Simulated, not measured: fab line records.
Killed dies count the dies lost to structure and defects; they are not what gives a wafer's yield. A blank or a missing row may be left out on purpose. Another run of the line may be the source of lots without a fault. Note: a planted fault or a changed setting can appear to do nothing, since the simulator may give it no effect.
Which tool is to blame? | flow nand-harc | 39 wafers from 13 lots sampled at 4 of the route's 1302 steps

== WHAT EACH GAUGE READ, for each wafer ==
NHARC_THIN_TSV_CD_MEAS_37.
lot  | measured     | on        | cd-nm (nm)
L834 | day 24 04:14 | cd-sem-01 | 5005 5009 5007
L835 | day 25 00:37 | cd-sem-03 | 4997 4995 4997
L836 | day 24 20:36 | cd-sem-03 | 5004 4996 5000
L837 | day 25 02:25 | cd-sem-01 | 5004 5001 4999
L838 | day 25 01:51 | cd-sem-02 | 4999 5002 5001
L839 | day 26 06:59 | cd-sem-01 | 5002 4993 4997
L840 | day 27 07:42 | cd-sem-03 | 4992 4998 5000
L847 | day 29 03:37 | cd-sem-01 | 5009 5004 5008
L849 | day 30 21:06 | cd-sem-01 | 5000 4996 5000
L851 | day 30 12:14 | cd-sem-03 | 4995 4995 4999
L855 | day 32 09:57 | cd-sem-01 | 5003 5001 4998
L856 | day 32 21:03 | cd-sem-01 | 4993 5001 4996
L857 | day 32 19:48 | cd-sem-03 | 5001 4999 5001

NHARC_END_SORT_01.
lot  | measured     | on        | killed-at-array | killed-at-other | killed-at-periphery | killed-dies | killed-open | killed-short
L836 | day 25 04:16 | prober-02 | 97 86 93        | 4 0 0           | 2 5 3               | 103 91 96   | 5 3 4       | 4 1 4
L839 | day 26 15:25 | prober-02 | 72 56 63        | 0 1 2           | 7 7 6               | 79 64 71    | 2 9 9       | 3 1 5
L847 | day 29 11:12 | prober-02 | 55 159 58       | 0 0 0           | 6 0 6               | 61 159 64   | 3 4 4       | 1 3 3

== WHICH TOOL RAN EACH LOT (tool, then ch and the chambers of the sampled wafers, then the start) ==
lot  | NHARC_A_CHANNEL_FILL_D2_ALD_02   | NHARC_THIN_TSV_PRE_CLEAN_50
L834 | ald-hk-03 ch 0,1,2, day 13 08:47 | pvd-sputter-03, day 24 04:14 or earlier
L835 | ald-hk-01 ch 0,3, day 14 08:52   | pvd-sputter-03, day 25 00:37 or earlier
L836 | ald-hk-03 ch 0,2,3, day 14 09:18 | pvd-sputter-01, day 24 20:36 or earlier
L837 | ald-hk-01 ch 0,2,3, day 14 13:03 | pvd-sputter-01, day 25 02:25 or earlier
L838 | ald-hk-01 ch 0,1,3, day 15 01:55 | pvd-sputter-03, day 25 01:51 or earlier
L839 | ald-hk-03 ch 0,2,3, day 15 15:17 | pvd-sputter-03, day 26 06:59 or earlier
L840 | ald-hk-01 ch 1,2, day 15 21:21   | pvd-sputter-03, day 27 07:42 or earlier
L847 | ald-hk-02 ch 0,1,2, day 18 11:47 | pvd-sputter-01, day 29 03:37 or earlier
L849 | ald-hk-03 ch 2,3, day 19 16:49   | pvd-sputter-02, day 30 21:06 or earlier
L851 | ald-hk-01 ch 1,2,3, day 20 09:10 | pvd-sputter-02, day 30 12:14 or earlier
L855 | ald-hk-02 ch 1,2,3, day 22 00:32 | pvd-sputter-01, day 32 09:57 or earlier
L856 | ald-hk-01 ch 1,3, day 22 11:32   | pvd-sputter-02, day 32 21:03 or earlier
L857 | ald-hk-02 ch 0,1,2, day 22 17:38 | pvd-sputter-03, day 32 19:48 or earlier
- NHARC_A_CHANNEL_FILL_D2_ALD_02: deposits SiO2, target thk 6 nm, pulse time 10 s, ald cycles 60.
- NHARC_THIN_TSV_PRE_CLEAN_50: time 30 s.

== WHAT THE TOOLS THEMSELVES READ (means of the sampled wafers that have a number; where no wafer has one, the mark that the record gives instead) ==
NHARC_A_CHANNEL_FILL_D2_ALD_02.
lot  | tool      | heater-power-w (W) | precursor-pulse-height-rel
L834 | ald-hk-03 | 524                | 1.011
L835 | ald-hk-01 | 482                | 0.999
L836 | ald-hk-03 | 527                | 0.977
L837 | ald-hk-01 | 494                | 1.007
L838 | ald-hk-01 | 483                | 1.002
L839 | ald-hk-03 | 526                | 0.999
L840 | ald-hk-01 | 501                | 0.986
L847 | ald-hk-02 | 484                | 1.001
L849 | ald-hk-03 | 507                | 0.999
L851 | ald-hk-01 | 506                | 1.021
L855 | ald-hk-02 | 492                | 0.992
L856 | ald-hk-01 | 521                | 0.992
L857 | ald-hk-02 | 489                | 1.000

NHARC_THIN_TSV_PRE_CLEAN_50.
lot  | tool           | heater-power-w (W)
L834 | pvd-sputter-03 | 419
L835 | pvd-sputter-03 | 439
L836 | pvd-sputter-01 | 411
L837 | pvd-sputter-01 | 441
L838 | pvd-sputter-03 | 450
L839 | pvd-sputter-03 | 448
L840 | pvd-sputter-03 | 434
L847 | pvd-sputter-01 | 407
L849 | pvd-sputter-02 | 406
L851 | pvd-sputter-02 | 441
L855 | pvd-sputter-01 | 401
L856 | pvd-sputter-02 | 441
L857 | pvd-sputter-03 | 435

== THE ANSWER, worked out from the rows above alone ==
Rule: the usual values come from the lots themselves. The widest of any qualifying gaps counts: lots, ordered by their means at a reading, are off when they make up no more than a third of the lots, leave a main group of 4 or more, and stand apart from it by 3 or more times the standard deviation of that group's means. If all means in a main group match to the digits the tables above print for the reading, that group is not used. Also off: a lot with no number at a reading for which 4 or more lots have one. The other lots that the step has rows for count as sound. The gauges are gone through in route order, then the tools' own readings, and for those a lot's mean is taken as printed above. The first step at which some lot is off is used, and at that step the reading that is off furthest; a lot without a number counts as furthest.
Nothing can be told from this: no lot is off at any reading shown.

== WHAT THE SIMULATOR HAD PUT IN ==
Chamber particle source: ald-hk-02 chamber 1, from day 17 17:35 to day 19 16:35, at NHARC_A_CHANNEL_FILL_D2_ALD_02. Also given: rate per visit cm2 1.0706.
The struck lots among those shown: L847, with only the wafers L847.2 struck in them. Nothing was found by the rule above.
